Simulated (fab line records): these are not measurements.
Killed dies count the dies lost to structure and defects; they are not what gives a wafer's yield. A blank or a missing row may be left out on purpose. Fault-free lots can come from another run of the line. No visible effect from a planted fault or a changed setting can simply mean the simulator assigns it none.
fab line records + flow nandHarc
[record]
- lots = 14
- wafers = 42
- lastDay = 33
route steps=1302 shown A_STAIRCASE@876 A_SGD_CUT@905
lots with no fault: from the same line, run without faults
startH: the number of hours between the record's first day and the start of the first shown wafer of the lot + waitH: hours elapsed since this lot's preceding step + " identical to the entry in the row above + L1.1+2: one row covering several wafers at once + - either no value or no given start + * or withheld: withheld + < > ~ a bound
route shown NAME@n: names a module that has steps shown in the file, with the first one's number in the route + usual: the fault-free wafers' mean and standard deviation + same: alike in all rows + chamber/n: place in a boat + sites: readings site by site + _std_site: the values' standard deviation + _edge_site: outer sites' mean less inner sites' + radiusMm: how far each site lies from the wafer's centre + mask NAME#n: copy n + behind: the most recent tool/chamber to have shaped the wafer + hold: why the lot went on hold/how many hours it stayed there/how the hold came to an end + device: which transistor (n, p or np) failed to switch + end of line: tests of these same wafers at the route's end + step lacking rows: just its recipe + killed: the dies lost at the first sort to structure and to defects; this is not the yield of the wafer + map: shows each die of a wafer: x if killed, . if not, _ if none is there
set.NAME: the setting that was run; set.NAME@STEP: the one run at that earlier step + model.NAME: the simulator's own value behind a step, which no gauge read
one table for each step of the route and one row for each wafer, over a sample of lots
services: when a tool's chamber went out of use (startH, in hours from the record's first day, below 0 if earlier), for how many hours, and the reason
[[steps]]
[step NHARC_A_STAIRCASE_CMP_450]
[recipe]
- targetThkNm = 200
- material = SiO2
[usual]
- motorCurrentA = 11.9/1.7
- padLifeWafers = 197/110
| lot.wafer | tool   | chamber | startH | waitH | motorCurrentA | padLifeWafers |
|-----------|--------|---------|--------|-------|---------------|---------------|
| L991.3    | cmp-01 | 1       | 433.46 | -     | 14.7          | 204           |
| L991.4    | "      | 2       | "      | "     | 14.0          | 205           |
| L991.5    | "      | 2       | "      | "     | 13.5          | -             |
| L990.3    | cmp-02 | 2       | 449.31 | -     | 12.6          | 60            |
| L990.4    | "      | 3       | "      | "     | 12.4          | 61            |
| L990.6    | "      | 2       | "      | "     | 12.5          | -             |
| L992.4    | cmp-04 | 2       | 464.05 | -     | 10.6          | 234           |
| L992.2    | "      | 3       | "      | "     | 10.8          | 235           |
| L992.1    | "      | 0       | "      | "     | 13.4          | 236           |
| L995.1    | cmp-01 | 1       | 464.36 | -     | 13.6          | 344           |
| L995.2    | "      | 2       | "      | "     | 13.2          | 345           |
| L995.6    | "      | 3       | "      | "     | 13.6          | -             |
| L994.1    | cmp-01 | 3       | 465.18 | -     | 12.8          | 355           |
| L994.6    | "      | 2       | "      | "     | 13.7          | -             |
| L994.5    | "      | 3       | "      | "     | 13.9          | -             |
| L998.2    | cmp-01 | 0       | 514.90 | -     | 10.9          | 108           |
| L998.1    | "      | 2       | "      | "     | 14.0          | 110           |
| L998.4    | "      | 3       | "      | "     | 14.1          | 111           |
| L997.2    | cmp-04 | 1       | 515.18 | -     | 9.0           | 30            |
| L997.3    | "      | 0       | "      | "     | 14.2          | 33            |
| L997.6    | "      | 1       | "      | "     | 9.3           | -             |
| L100.4    | cmp-04 | 1       | 545.09 | -     | 9.2           | 165           |
| L100.6    | "      | 2       | "      | "     | 10.6          | -             |
| L100.5    | "      | 3       | "      | "     | 10.5          | -             |
| L101.3    | cmp-04 | 1       | 552.78 | -     | 9.4           | 194           |
| L101.1    | "      | 2       | "      | "     | 10.6          | 195           |
| L101.5    | "      | 3       | "      | "     | 10.2          | -             |
| L102.3    | cmp-02 | 1       | 556.34 | -     | 11.5          | 111           |
| L102.6    | "      | 2       | "      | "     | 12.8          | -             |
| L102.5    | "      | 3       | "      | "     | 12.3          | -             |
| L109.2    | cmp-04 | 1       | 628.42 | -     | 9.6           | 85            |
| L109.1    | "      | 3       | "      | "     | 10.8          | 87            |
| L109.6    | "      | 0       | "      | "     | 13.7          | -             |
| L110.2    | cmp-02 | 1       | 640.17 | -     | 11.1          | 30            |
| L110.3    | "      | 0       | "      | "     | 10.5          | 33            |
| L110.6    | "      | 2       | "      | "     | 13.3          | -             |
| L112.1    | cmp-01 | 3       | 653.07 | -     | 13.5          | 277           |
| L112.2    | "      | 0       | "      | "     | 10.2          | 278           |
| L112.3    | "      | 1       | "      | "     | 14.1          | 279           |
| L113.1    | cmp-01 | 0       | 666.27 | -     | 9.9           | 333           |
| L113.6    | "      | 1       | "      | "     | 14.0          | -             |
| L113.5    | "      | 2       | "      | "     | 13.8          | -             |
[step NHARC_A_SGD_CUT_ETCH_58]
[recipe]
- targetDepthA = 390
- overEtchFrac = 0.3
- timeS = 65
- ionEnergyEv = 80
- cf4FlowSccm = 150
- arFlowSccm = 0
- rfW = 300
- biasW = 100
- chemistry = CF4
[usual]
- cf4FlowSccm = 150.0/0.44
- chamberPressureMTorr = 50.00/0.047
- drypumpMotorCurrentA = 5.6/0.42
- oesProductAu = 1.001/0.0082
- rfVppV = 151.0/0.99
- runLengthS = 86.1/0.45
- showerheadPlenumPTorr = 1.75/0.052
- throttleValvePct = 13.285/0.0088
| lot.wafer | tool       | chamber | startH | waitH | cf4FlowSccm | chamberPressureMTorr | drypumpMotorCurrentA | oesProductAu | rfHoursCounterH | rfVppV | runLengthS | showerheadPlenumPTorr | throttleValvePct |
|-----------|------------|---------|--------|-------|-------------|----------------------|----------------------|--------------|-----------------|--------|------------|-----------------------|------------------|
| L991.3    | rieDiel-13 | 2       | 436.42 | 0.1   | 150.3       | 50.05                | 5.4                  | 1.011        | 5               | 150.6  | 86.3       | 1.81                  | 13.286           |
| L991.4    | "          | 3       | "      | "     | 150.5       | 50.03                | 5.7                  | 1.008        | 4               | 150.4  | 86.3       | 1.73                  | 13.291           |
| L991.5    | "          | 1       | "      | "     | 150.2       | 50.04                | 5.1                  | 1.001        | -               | 151.3  | 86.2       | 1.71                  | 13.295           |
| L990.3    | rieDiel-06 | 0       | 452.47 | 0.1   | 149.4       | 49.94                | 4.8                  | 0.988        | 12              | 150.5  | 85.2       | 1.75                  | 13.276           |
| L990.4    | "          | 1       | "      | "     | 149.7       | 49.98                | 5.6                  | 0.995        | -               | 148.9  | 86.2       | 1.72                  | 13.280           |
| L990.6    | "          | 3       | "      | "     | 150.2       | 49.96                | 6.1                  | 1.002        | -               | 150.9  | 85.6       | 1.73                  | 13.290           |
| L992.2    | rieDiel-06 | 0       | 467.08 | 0.1   | 150.4       | 50.04                | 4.8                  | 0.990        | 13              | 152.4  | 86.0       | 1.75                  | 13.282           |
| L992.1    | "          | 1       | "      | "     | 150.0       | 49.99                | 5.6                  | 0.988        | 15              | 150.2  | 86.3       | 1.72                  | 13.277           |
| L992.4    | "          | 0       | "      | "     | 150.0       | 50.01                | 4.8                  | 1.003        | -               | 151.2  | 85.4       | 1.75                  | 13.288           |
| L995.1    | rieDiel-09 | 1       | 467.22 | 0.1   | 149.7       | 49.97                | 5.4                  | 1.006        | 7               | 149.3  | 86.4       | 1.66                  | 13.271           |
| L995.2    | "          | 2       | "      | "     | 150.4       | 50.01                | 5.8                  | 1.005        | 7               | 151.8  | 86.0       | 1.82                  | 13.284           |
| L995.6    | "          | 0       | "      | "     | 150.4       | 50.04                | 6.1                  | 0.989        | -               | 152.6  | 85.6       | 1.85                  | 13.278           |
| L994.1    | rieDiel-13 | 3       | 468.08 | 0.1   | 149.7       | 50.05                | 5.7                  | 0.999        | 7               | 150.8  | 86.2       | 1.73                  | 13.293           |
| L994.6    | "          | 3       | "      | "     | 150.2       | 50.05                | 5.8                  | 1.000        | -               | 151.8  | 86.6       | 1.73                  | 13.284           |
| L994.5    | "          | 0       | "      | "     | 149.8       | 49.97                | 6.3                  | 1.006        | -               | 151.1  | 86.2       | 1.72                  | 13.288           |
| L998.1    | rieDiel-13 | 2       | 517.73 | 0.1   | 150.4       | 49.94                | 5.4                  | 1.008        | 10              | 151.9  | 86.1       | 1.81                  | 13.262           |
| L998.2    | "          | 3       | "      | "     | 150.6       | 50.09                | 5.7                  | 0.998        | 9               | 150.7  | 86.7       | 1.73                  | 13.274           |
| L998.4    | "          | 1       | "      | "     | 149.7       | 50.03                | 5.0                  | 0.990        | 10              | 149.9  | 86.0       | 1.71                  | 13.289           |
| L997.2    | rieDiel-09 | 3       | 518.10 | 0.1   | 150.4       | 50.03                | 5.7                  | 0.995        | 0               | 151.0  | 86.2       | 1.75                  | 13.288           |
| L997.3    | "          | 0       | "      | "     | 150.2       | 49.98                | 6.1                  | 1.002        | 0               | 151.4  | 85.5       | 1.85                  | 13.288           |
| L997.6    | "          | 1       | "      | "     | 150.2       | 50.05                | 5.4                  | 1.001        | -               | 150.7  | 86.4       | 1.66                  | 13.283           |
| L100.4    | rieDiel-06 | 0       | 547.82 | 0.1   | 149.8       | 49.99                | 4.8                  | 0.999        | 4               | 150.6  | 85.2       | 1.75                  | 13.303           |
| L100.5    | "          | 2       | "      | "     | 149.2       | 49.95                | 5.5                  | 0.995        | -               | 151.2  | 87.1       | 1.75                  | 13.272           |
| L100.6    | "          | 3       | "      | "     | 150.1       | 49.95                | 6.1                  | 0.999        | -               | 149.7  | 85.3       | 1.73                  | 13.282           |
| L101.1    | rieDiel-13 | 0       | 555.66 | 0.1   | 149.8       | 49.99                | 6.3                  | 0.989        | 2               | 149.4  | 86.4       | 1.72                  | 13.277           |
| L101.3    | "          | 3       | "      | "     | 150.4       | 50.01                | 5.7                  | 1.005        | 2               | 150.4  | 86.4       | 1.73                  | 13.292           |
| L101.5    | "          | 1       | "      | "     | 149.1       | 50.00                | 5.1                  | 0.999        | -               | 150.9  | 86.0       | 1.71                  | 13.281           |
| L102.3    | rieDiel-09 | 2       | 559.22 | 0.1   | 149.6       | 50.01                | 5.7                  | 0.990        | 2               | 151.4  | 86.2       | 1.82                  | 13.283           |
| L102.6    | "          | 2       | "      | "     | 150.3       | 49.97                | 5.7                  | 0.986        | -               | 150.2  | 86.4       | 1.82                  | 13.280           |
| L102.5    | "          | 3       | "      | "     | 149.2       | 50.09                | 5.7                  | 0.997        | -               | 152.4  | 86.1       | 1.75                  | 13.277           |
| L109.2    | rieDiel-06 | 3       | 631.13 | 0.1   | 149.6       | 49.98                | 6.1                  | 1.014        | 12              | 151.8  | 85.5       | 1.73                  | 13.283           |
| L109.1    | "          | 0       | "      | "     | 150.7       | 50.09                | 4.8                  | 1.002        | 12              | 151.5  | 85.5       | 1.75                  | 13.282           |
| L109.6    | "          | 0       | "      | "     | 149.6       | 49.97                | 4.8                  | 0.989        | -               | 152.4  | 85.4       | 1.75                  | 13.279           |
| L110.2    | rieDiel-06 | 0       | 643.61 | 0.1   | 150.5       | 49.90                | 4.8                  | 1.002        | 14              | 151.2  | 85.3       | 1.75                  | 13.285           |
| L110.3    | "          | 3       | "      | "     | 150.1       | 50.16                | 6.1                  | 0.995        | 14              | 150.2  | 85.7       | 1.73                  | 13.284           |
| L110.6    | "          | 1       | "      | "     | 150.0       | 49.95                | 5.6                  | 0.999        | -               | 151.7  | 85.6       | 1.71                  | 13.285           |
| L112.1    | rieDiel-09 | 0       | 656.09 | 0.1   | 150.7       | 49.96                | 6.1                  | 1.012        | 5               | 152.3  | 85.7       | 1.85                  | 13.282           |
| L112.3    | "          | 1       | "      | "     | 149.7       | 49.93                | 5.4                  | 1.013        | 7               | 149.7  | 86.7       | 1.66                  | 13.278           |
| L112.2    | "          | 2       | "      | "     | 149.6       | 50.05                | 5.7                  | 1.000        | 6               | 151.4  | 86.0       | 1.82                  | 13.294           |
| L113.1    | rieDiel-09 | 3       | 669.14 | 0.1   | 149.4       | 49.92                | 5.8                  | 1.010        | 6               | 150.7  | 86.6       | 1.74                  | 13.296           |
| L113.6    | "          | 2       | "      | "     | 150.0       | 49.97                | 5.7                  | 1.001        | -               | 152.8  | 85.8       | 1.82                  | 13.281           |
| L113.5    | "          | 3       | "      | "     | 149.0       | 49.99                | 5.7                  | 1.001        | -               | 150.2  | 86.2       | 1.74                  | 13.296           |
[step NHARC_A_SGD_CUT_ETCH_59]
[recipe]
- targetDepthA = 2600
- overEtchFrac = 0.25
- timeS = 406.25
- ionEnergyEv = 200
- n2FlowSccm = 150
- h2FlowSccm = 150
- arFlowSccm = 0
- rfW = 400
- biasW = 150
- chemistry = N2/H2
[usual]
- chamberPressureMTorr = 29.999/0.027
- drypumpMotorCurrentA = 5.7/0.43
- oesProductAu = 1.002/0.0071
- rfVppV = 429.8/2
- runLengthS = 427.4/0.45
- showerheadPlenumPTorr = 2.01/0.068
- throttleValvePct = 14.172/0.0089
| lot.wafer | tool       | chamber | startH | waitH | chamberPressureMTorr | drypumpMotorCurrentA | oesProductAu | rfHoursCounterH | rfVppV | runLengthS | showerheadPlenumPTorr | throttleValvePct |
|-----------|------------|---------|--------|-------|----------------------|----------------------|--------------|-----------------|--------|------------|-----------------------|------------------|
| L991.3    | rieDiel-13 | 3       | 436.50 | -     | 29.961               | 5.8                  | 1.009        | 4               | 428.8  | 427.5      | 1.99                  | 14.183           |
| L991.4    | "          | 0       | "      | "     | 29.974               | 6.3                  | 1.003        | 4               | 430.6  | 427.5      | 1.98                  | 14.173           |
| L991.5    | "          | 3       | "      | "     | 30.007               | 5.7                  | 1.014        | -               | 428.0  | 427.5      | 1.99                  | 14.172           |
| L990.3    | rieDiel-06 | 1       | 452.59 | -     | 29.988               | 5.6                  | 1.012        | 12              | 428.0  | 427.0      | 1.98                  | 14.170           |
| L990.4    | "          | 1       | "      | "     | 30.017               | 5.5                  | 0.992        | -               | 428.4  | 427.2      | 1.97                  | 14.170           |
| L990.6    | "          | 3       | "      | "     | 30.007               | 6.0                  | 1.009        | -               | 429.1  | 427.3      | 1.99                  | 14.168           |
| L992.2    | rieDiel-06 | 0       | 467.22 | -     | 30.000               | 4.8                  | 0.995        | 13              | 430.2  | 426.5      | 2.02                  | 14.175           |
| L992.1    | "          | 1       | "      | "     | 29.995               | 5.6                  | 1.003        | 15              | 429.1  | 427.3      | 1.97                  | 14.189           |
| L992.4    | "          | 0       | "      | "     | 30.030               | 4.8                  | 1.007        | -               | 429.1  | 426.4      | 2.02                  | 14.154           |
| L995.1    | rieDiel-09 | 3       | 467.37 | -     | 29.996               | 5.8                  | 1.014        | 8               | 430.2  | 427.5      | 2.01                  | 14.190           |
| L995.2    | "          | 0       | "      | "     | 29.988               | 6.2                  | 1.000        | 7               | 434.6  | 426.9      | 2.14                  | 14.184           |
| L995.6    | "          | 1       | "      | "     | 30.004               | 5.4                  | 0.997        | -               | 427.4  | 428.1      | 1.91                  | 14.185           |
| L994.1    | rieDiel-13 | 3       | 468.26 | -     | 29.993               | 5.7                  | 1.004        | 7               | 428.9  | 428.0      | 1.99                  | 14.191           |
| L994.6    | "          | 0       | "      | "     | 29.953               | 6.3                  | 0.998        | -               | 428.8  | 427.3      | 1.98                  | 14.157           |
| L994.5    | "          | 1       | "      | "     | 30.038               | 5.1                  | 0.997        | -               | 427.5  | 427.3      | 1.97                  | 14.166           |
| L998.1    | rieDiel-13 | 3       | 517.83 | -     | 29.980               | 5.7                  | 1.003        | 9               | 429.4  | 427.5      | 1.99                  | 14.178           |
| L998.4    | "          | 0       | "      | "     | 29.977               | 6.3                  | 1.013        | 10              | 428.5  | 428.0      | 1.98                  | 14.177           |
| L998.2    | "          | 2       | "      | "     | 30.026               | 5.4                  | 0.999        | 10              | 431.5  | 427.2      | 2.09                  | 14.157           |
| L997.2    | rieDiel-09 | 1       | 518.21 | -     | 30.024               | 5.4                  | 1.002        | 0               | 427.2  | 428.2      | 1.90                  | 14.171           |
| L997.3    | "          | 3       | "      | "     | 30.008               | 5.7                  | 0.994        | 0               | 429.7  | 427.7      | 2.01                  | 14.182           |
| L997.6    | "          | 0       | "      | "     | 30.008               | 6.1                  | 1.006        | -               | 432.7  | 427.0      | 2.14                  | 14.163           |
| L100.4    | rieDiel-06 | 1       | 547.92 | -     | 29.989               | 5.6                  | 1.001        | 4               | 427.8  | 426.9      | 1.97                  | 14.165           |
| L100.6    | "          | 0       | "      | "     | 29.978               | 4.8                  | 1.012        | -               | 429.5  | 426.9      | 2.02                  | 14.181           |
| L100.5    | "          | 1       | "      | "     | 29.958               | 5.6                  | 1.000        | -               | 427.6  | 426.9      | 1.97                  | 14.165           |
| L101.1    | rieDiel-13 | 0       | 555.78 | -     | 30.029               | 6.3                  | 0.996        | 2               | 429.8  | 427.7      | 1.98                  | 14.173           |
| L101.3    | "          | 2       | "      | "     | 30.001               | 5.4                  | 1.000        | 2               | 430.5  | 427.7      | 2.09                  | 14.179           |
| L101.5    | "          | 0       | "      | "     | 29.994               | 6.3                  | 0.996        | -               | 428.5  | 427.4      | 1.98                  | 14.181           |
| L102.3    | rieDiel-09 | 3       | 559.38 | -     | 30.007               | 5.7                  | 0.993        | 2               | 430.5  | 427.8      | 2.01                  | 14.166           |
| L102.5    | "          | 1       | "      | "     | 30.018               | 5.4                  | 1.001        | -               | 426.1  | 428.3      | 1.90                  | 14.169           |
| L102.6    | "          | 2       | "      | "     | 30.036               | 5.7                  | 0.991        | -               | 434.2  | 427.4      | 2.10                  | 14.186           |
| L109.1    | rieDiel-06 | 3       | 631.22 | -     | 30.040               | 6.1                  | 1.000        | 13              | 427.8  | 426.8      | 1.99                  | 14.169           |
| L109.2    | "          | 1       | "      | "     | 29.950               | 5.6                  | 1.001        | 13              | 427.8  | 426.9      | 1.97                  | 14.176           |
| L109.6    | "          | 0       | "      | "     | 29.965               | 4.8                  | 1.001        | -               | 431.5  | 329.3      | 2.01                  | 14.184           |
| L110.2    | rieDiel-06 | 2       | 643.76 | -     | 29.996               | 5.5                  | 1.002        | 12              | 429.5  | 427.7      | 2.01                  | 14.163           |
| L110.3    | "          | 3       | "      | "     | 30.017               | 6.1                  | 0.987        | 14              | 429.5  | 427.0      | 1.99                  | 14.165           |
| L110.6    | "          | 0       | "      | "     | 30.016               | 4.8                  | 0.995        | -               | 431.0  | 329.0      | 2.01                  | 14.162           |
| L112.3    | rieDiel-09 | 2       | 656.18 | -     | 29.975               | 5.8                  | 1.005        | 6               | 431.9  | 427.1      | 2.10                  | 14.179           |
| L112.1    | "          | 3       | "      | "     | 30.001               | 5.8                  | 1.008        | 5               | 430.3  | 427.4      | 2.01                  | 14.169           |
| L112.2    | "          | 1       | "      | "     | 29.978               | 5.4                  | 1.008        | 7               | 426.6  | 428.1      | 1.90                  | 14.159           |
| L113.1    | rieDiel-09 | 3       | 669.31 | -     | 30.006               | 5.8                  | 1.002        | 6               | 429.9  | 427.9      | 2.01                  | 14.165           |
| L113.5    | "          | 0       | "      | "     | 30.004               | 6.1                  | 1.017        | -               | 433.6  | 426.8      | 2.14                  | 14.170           |
| L113.6    | "          | 1       | "      | "     | 30.015               | 5.4                  | 1.005        | -               | 426.3  | 427.7      | 1.90                  | 14.158           |
[step NHARC_A_SGD_CUT_CMP_21]
[recipe]
- targetThkNm = 148.19
[usual]
- motorCurrentA = 11.4/1.2
- padLifeWafers = 146/97
- timeToEndpointS = 48.6/2.9
| lot.wafer | tool   | chamber | startH | waitH | motorCurrentA | padLifeWafers | timeToEndpointS |
|-----------|--------|---------|--------|-------|---------------|---------------|-----------------|
| L991.3    | cmp-04 | 3       | 441.50 | 0.4   | 10.6          | 145           | 49.2            |
| L991.4    | "      | 0       | "      | "     | 14.5          | 146           | 47.7            |
| L991.5    | "      | 3       | "      | "     | 9.9           | -             | 44.7            |
| L990.3    | cmp-04 | 0       | 458.46 | 0.4   | 14.3          | 217           | 54.4            |
| L990.4    | "      | 1       | "      | "     | 8.6           | 218           | 49.3            |
| L990.6    | "      | 3       | "      | "     | 10.7          | -             | 50.7            |
| L992.4    | cmp-02 | 3       | 473.06 | 0.4   | 12.5          | 151           | 47.8            |
| L992.1    | "      | 0       | "      | "     | 10.8          | 152           | 48.6            |
| L992.2    | "      | 1       | "      | "     | 11.3          | 153           | 50.9            |
| L994.1    | cmp-04 | 3       | 473.06 | 0.4   | 10.8          | 283           | 49.6            |
| L994.6    | "      | 2       | "      | "     | 10.7          | -             | 49.3            |
| L994.5    | "      | 3       | "      | "     | 10.7          | -             | 48.9            |
| L995.1    | cmp-03 | 2       | 473.06 | 0.4   | 12.9          | 43            | 47.2            |
| L995.2    | "      | 0       | "      | "     | 11.6          | 45            | 44.5            |
| L995.6    | "      | 1       | "      | "     | 10.6          | -             | 47.5            |
| L998.1    | cmp-02 | 3       | 523.80 | 0.4   | 12.2          | 324           | 41.9            |
| L998.4    | "      | 0       | "      | "     | 10.6          | 325           | 44.0            |
| L998.2    | "      | 1       | "      | "     | 11.4          | 326           | 43.7            |
| L997.3    | cmp-03 | 2       | 523.80 | 0.4   | 12.3          | 222           | 48.3            |
| L997.2    | "      | 0       | "      | "     | 11.5          | 224           | 47.2            |
| L997.6    | "      | 3       | "      | "     | 11.1          | -             | 48.5            |
| L100.4    | cmp-03 | 3       | 554.38 | 0.4   | 11.3          | 325           | 50.5            |
| L100.6    | "      | 2       | "      | "     | 12.2          | -             | 48.0            |
| L100.5    | "      | 3       | "      | "     | 11.5          | -             | 50.5            |
| L101.1    | cmp-03 | 3       | 562.51 | 0.4   | 10.6          | 14            | 50.3            |
| L101.3    | "      | 0       | "      | "     | 12.0          | 15            | 49.5            |
| L101.5    | "      | 1       | "      | "     | 10.3          | -             | 50.5            |
| L102.3    | cmp-04 | 1       | 562.54 | 0.4   | 9.2           | 249           | 54.1            |
| L102.6    | "      | 2       | "      | "     | 9.8           | -             | 49.2            |
| L102.5    | "      | 3       | "      | "     | 10.6          | -             | 48.1            |
| L109.2    | cmp-03 | 0       | 637.26 | 0.4   | 11.1          | 248           | 47.1            |
| L109.1    | "      | 1       | "      | "     | 10.7          | 249           | 48.6            |
| L109.6    | "      | 3       | "      | "     | 11.2          | -             | 51.1            |
| L110.3    | cmp-04 | 1       | 650.75 | 0.4   | 9.1           | 168           | 46.0            |
| L110.2    | "      | 0       | "      | "     | 13.5          | 171           | 51.0            |
| L110.6    | "      | 1       | "      | "     | 9.2           | -             | 48.4            |
| L112.3    | cmp-03 | 0       | 663.07 | 0.4   | 11.8          | 24            | 48.6            |
| L112.2    | "      | 1       | "      | "     | 10.4          | 25            | 51.5            |
| L112.1    | "      | 3       | "      | "     | 11.4          | 27            | 56.2            |
| L113.1    | cmp-03 | 1       | 678.45 | 0.4   | 9.8           | 78            | 48.7            |
| L113.6    | "      | 1       | "      | "     | 10.0          | -             | 47.9            |
| L113.5    | "      | 2       | "      | "     | 12.5          | -             | 49.7            |
[[services]]
| tool       | chamber | startH | hours | kind   |
|------------|---------|--------|-------|--------|
| rieDiel-09 | 0       | 411.04 | 4.2   | repair |
| rieDiel-06 | 0       | 433.28 | 4.4   | repair |
| rieDiel-06 | 0       | 455.63 | 5.2   | repair |
| rieDiel-06 | -       | 484.59 | 9.0   | pm     |
| cmp-04     | -       | 489.64 | 7.1   | repair |
| rieDiel-09 | -       | 497.15 | 9.0   | pm     |
| rieDiel-13 | 3       | 500.81 | 2.5   | repair |
| rieDiel-13 | 0       | 502.74 | 1.3   | repair |
| cmp-04     | -       | 503.31 | 4.0   | pm     |
| rieDiel-09 | -       | 508.76 | 0.7   | repair |
| rieDiel-13 | -       | 519.00 | 9.0   | pm     |
| cmp-04     | -       | 534.73 | 2.6   | repair |
| rieDiel-09 | 0       | 563.07 | 11.8  | repair |
| rieDiel-09 | 2       | 564.88 | 9.5   | repair |
| rieDiel-09 | 3       | 573.69 | 4.6   | repair |
| cmp-04     | -       | 575.16 | 0.8   | repair |
| cmp-04     | -       | 588.44 | 1.9   | repair |
| cmp-04     | -       | 601.31 | 4.0   | pm     |
| rieDiel-13 | 1       | 603.92 | 5.6   | repair |
| cmp-04     | -       | 614.50 | 0.6   | repair |
| cmp-04     | -       | 637.15 | 0.6   | repair |
| rieDiel-06 | -       | 661.59 | 9.0   | pm     |
| cmp-04     | -       | 672.84 | 0.4   | repair |
| rieDiel-09 | -       | 674.15 | 9.0   | pm     |
[[key]]
[firstSign]
- step = NHARC_A_SGD_CUT_ETCH_59
- reading = runLengthS
- direction = down
- sigmas = 99+
- usual = *
- struck = *
effect none on later readings
metAt NHARC_A_SGD_CUT_ETCH_59
struckLots L109,L110
struckWafers L109.6,L110.6
laterRowsLeftOut L109.6,L110.6
sortLeftOut L109.6,L110.6
testerLeftOut L109,L110
notActingAt NHARC_A_STAIRCASE_CMP_450,NHARC_A_SGD_CUT_ETCH_58,NHARC_A_SGD_CUT_CMP_21
onsetBetween 547.92 631.22
[fault]
- kind = processParameterDrift
- tool = rieDiel-06
- chamber = -
- onsetH = 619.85
- steps = NHARC_A_SGD_CUT_ETCH_59
- channel = timeS
- offset = *
- shape = step
- endH = 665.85
- scope = struckWafersOnly
- actsIn = *
- stated = *
// testerLeftOut: of these lots the tester's yield and bins aren't shown, on N5 and GAA mostly nor the transistor test; their killed dies are dies lost to structure and defects alone, not to doping, threshold or leakage, so they don't give the yield
// sortLeftOut: the simulated sort isn't trusted on such a fault, so these wafers' sort isn't shown, and their yield isn't known
// laterRowsLeftOut: the simulator's readings of these wafers behind a module that went badly wrong aren't trusted and aren't shown, but for the sort
